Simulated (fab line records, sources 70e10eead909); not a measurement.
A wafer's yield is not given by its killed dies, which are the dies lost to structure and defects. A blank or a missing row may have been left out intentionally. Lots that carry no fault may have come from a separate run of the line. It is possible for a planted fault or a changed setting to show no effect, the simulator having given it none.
Matching of chambers	flow nand_harc	NHARC_A_STAIRCASE_ALD_420 on ald_hk-01 has 4 sister chambers
The step deposits SiO2, target thk 20 nm, pulse time 6 s, ald cycles 200. 4 wafers are shown with their chamber, then 9 later ones without.

== WAFERS PAIRED WITH THEIR CHAMBERS ==
wafer	chamber	heater_power_w (W)
L681.1	1	417
L687.1	0	474
L687.2	2	513
L687.5	3	434

== WAFERS MISSING THEIR CHAMBER ==
wafer	heater_power_w (W)
L686.1	518
L686.2	439
L686.3	472
L692.4	471
L692.5	476
L692.6	432
L693.3	505
L693.4	479
L693.6	431

== CHAMBER TAKEN BY EACH ==
wafer	from the rows above	in truth
L686.1	2	2
L686.2	3	3
L686.3	0	0
L692.4	0	0
L692.5	0	0
L692.6	3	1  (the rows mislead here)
L693.3	2	2
L693.4	0	0
L693.6	3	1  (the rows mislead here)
Correct placement for 7 of the 9. Left unplaced by these rows: 0. 2 placed wrongly.
How it was worked out, from the rows above alone: a wafer's distance from a chamber is the root of the sum, over the readings, of the square of ((its reading less the chamber's mean) divided by the reading's scatter). If the next closest chamber is less than 2 further off than the closest, the wafer can't be placed; otherwise it belongs to the closest. A chamber's mean is the mean of its shown wafers. The scatter: with one shown wafer a chamber, the root of the mean of the squares of how far each hidden wafer lies from its nearest shown one.
